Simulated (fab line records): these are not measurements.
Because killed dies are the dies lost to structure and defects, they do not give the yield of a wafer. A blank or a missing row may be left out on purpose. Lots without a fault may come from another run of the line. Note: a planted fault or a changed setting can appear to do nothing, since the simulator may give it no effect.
Matching of chambers	flow nand harc	NHARC_A_CHANNEL_FILL_D2_ALD_02 on ald hk-03: 4 sister chambers
The step deposits SiO2, target thk 6 nm, pulse time 10 s, ald cycles 60. 4 wafers are shown with their chamber, then 8 later ones without.

== WAFERS WITH THEIR CHAMBER ==
wafer	chamber	heater power w (W)
L089.2	1	457
L089.4	2	404
L087.6	3	463
L092.4	0	477

== WAFERS WITH NO CHAMBER GIVEN ==
wafer	heater power w (W)
L092.5	455
L092.6	392
L094.2	461
L094.4	392
L094.5	450
L095.1	453
L095.2	486
L095.5	465

== THE CHAMBER EACH PASSED THROUGH ==
wafer	from the rows above	in truth
L092.5	can't be placed: 1 or 3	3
L092.6	2	2
L094.2	can't be placed: 3 or 1 or 0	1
L094.4	2	2
L094.5	can't be placed: 1 or 3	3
L095.1	can't be placed: 1 or 3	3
L095.2	can't be placed: 0 or 3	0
L095.5	can't be placed: 3 or 1 or 0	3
Correct placement for 2 of the 8. Not placeable from these rows: 6 (in 6, the candidates include the true chamber). Number placed wrongly: 0.
How it was worked out, from the rows above alone: a wafer's distance from a chamber is the root of the sum, over the readings, of the square of ((its reading less the chamber's mean) divided by the reading's scatter). If the next closest chamber is less than 2 further off than the closest, the wafer can't be placed; otherwise it belongs to the closest. The mean given for a chamber averages the wafers shown for that chamber. The scatter: with one shown wafer a chamber, the root of the mean of the squares of how far each hidden wafer lies from its nearest shown one.
